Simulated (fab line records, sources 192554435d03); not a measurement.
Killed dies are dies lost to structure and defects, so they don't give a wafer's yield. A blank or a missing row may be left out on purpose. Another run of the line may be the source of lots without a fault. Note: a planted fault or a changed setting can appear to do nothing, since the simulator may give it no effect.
Chamber matching :: flow n5-finfet :: 4 sister chambers for N5_BEOL_M15_DESCUM_33 on rie-diel-06
The step chemistry O2, time 7.9 s. 14 wafers are shown with their chamber, then 7 later ones without.

EACH WAFER AND ITS CHAMBER
wafer: L075.2
chamber: 1
showerhead-plenum-p-Torr (Torr): 2.17
throttle-valve-pct (%): 20.91
drypump-motor-current-A (A): 6.4

wafer: L075.5
chamber: 1
showerhead-plenum-p-Torr (Torr): 2.17
throttle-valve-pct (%): 20.92
drypump-motor-current-A (A): 6.3

wafer: L075.6
chamber: 0
showerhead-plenum-p-Torr (Torr): 2.13
throttle-valve-pct (%): 20.53
drypump-motor-current-A (A): 5.8

wafer: L078.3
chamber: 2
showerhead-plenum-p-Torr (Torr): 2.22
throttle-valve-pct (%): 20.20
drypump-motor-current-A (A): 5.5

wafer: L078.4
chamber: 1
showerhead-plenum-p-Torr (Torr): 2.17
throttle-valve-pct (%): 20.94
drypump-motor-current-A (A): 6.4

wafer: L078.5
chamber: 3
showerhead-plenum-p-Torr (Torr): 2.00
throttle-valve-pct (%): 20.44
drypump-motor-current-A (A): 5.9

wafer: L080.2
chamber: 2
showerhead-plenum-p-Torr (Torr): 2.22
throttle-valve-pct (%): 20.20
drypump-motor-current-A (A): 5.4

wafer: L080.5
chamber: 2
showerhead-plenum-p-Torr (Torr): 2.22
throttle-valve-pct (%): 20.21
drypump-motor-current-A (A): 5.4

wafer: L080.6
chamber: 1
showerhead-plenum-p-Torr (Torr): 2.17
throttle-valve-pct (%): 20.94
drypump-motor-current-A (A): 6.3

wafer: L083.1
chamber: 0
showerhead-plenum-p-Torr (Torr): 2.12
throttle-valve-pct (%): 20.57
drypump-motor-current-A (A): 5.8

wafer: L083.4
chamber: 3
showerhead-plenum-p-Torr (Torr): 2.00
throttle-valve-pct (%): 20.44
drypump-motor-current-A (A): 5.9

wafer: L083.5
chamber: 0
showerhead-plenum-p-Torr (Torr): 2.12
throttle-valve-pct (%): 20.57
drypump-motor-current-A (A): 5.8

wafer: L086.1
chamber: 1
showerhead-plenum-p-Torr (Torr): 2.16
throttle-valve-pct (%): 20.96
drypump-motor-current-A (A): 6.3

wafer: L086.3
chamber: 2
showerhead-plenum-p-Torr (Torr): 2.21
throttle-valve-pct (%): 20.22
drypump-motor-current-A (A): 5.5

SIGNATURES (averages over the wafers above)
reading: showerhead-plenum-p-Torr
chamber 0: 2.1233
chamber 1: 2.1680
chamber 2: 2.2175
chamber 3: 2.0000
scatter within a chamber: 0.00471

reading: throttle-valve-pct
chamber 0: 20.5567
chamber 1: 20.9340
chamber 2: 20.2075
chamber 3: 20.4400
scatter within a chamber: 0.0169

reading: drypump-motor-current-A
chamber 0: 5.800
chamber 1: 6.340
chamber 2: 5.450
chamber 3: 5.900
scatter within a chamber: 0.0469
Rule: distance of a wafer from a chamber = root of the sum over the readings of ((wafer's reading minus chamber's mean) / reading's scatter) squared. If the next closest chamber is less than 2 further off than the closest, the wafer can't be placed; otherwise it belongs to the closest. The scatter is the square root of a quotient: the sum, over the shown wafers, of each reading's squared deviation from its chamber's mean, divided by wafers minus chambers.

WAFERS WITHOUT THEIR CHAMBER
wafer: L086.5
showerhead-plenum-p-Torr (Torr): 2.16
throttle-valve-pct (%): 20.97
drypump-motor-current-A (A): 6.4

wafer: L081.1
showerhead-plenum-p-Torr (Torr): 2.12
throttle-valve-pct (%): 20.59
drypump-motor-current-A (A): 5.8

wafer: L081.3
showerhead-plenum-p-Torr (Torr): 2.16
throttle-valve-pct (%): 20.95
drypump-motor-current-A (A): 6.3

wafer: L081.4
showerhead-plenum-p-Torr (Torr): 2.21
throttle-valve-pct (%): 20.23
drypump-motor-current-A (A): 5.4

wafer: L088.1
showerhead-plenum-p-Torr (Torr): 2.00
throttle-valve-pct (%): 20.46
drypump-motor-current-A (A): 5.9

wafer: L088.2
showerhead-plenum-p-Torr (Torr): 2.21
throttle-valve-pct (%): 20.24
drypump-motor-current-A (A): 5.4

wafer: L088.5
showerhead-plenum-p-Torr (Torr): 2.00
throttle-valve-pct (%): 20.46
drypump-motor-current-A (A): 5.9

EACH ONE'S CHAMBER
wafer: L086.5
from the rows above: 1
in truth: 1

wafer: L081.1
from the rows above: 0
in truth: 0

wafer: L081.3
from the rows above: 1
in truth: 1

wafer: L081.4
from the rows above: 2
in truth: 2

wafer: L088.1
from the rows above: 3
in truth: 3

wafer: L088.2
from the rows above: 2
in truth: 2

wafer: L088.5
from the rows above: 3
in truth: 3
7 of 7 placed correctly. Not placeable from these rows: 0. Number placed wrongly: 0.
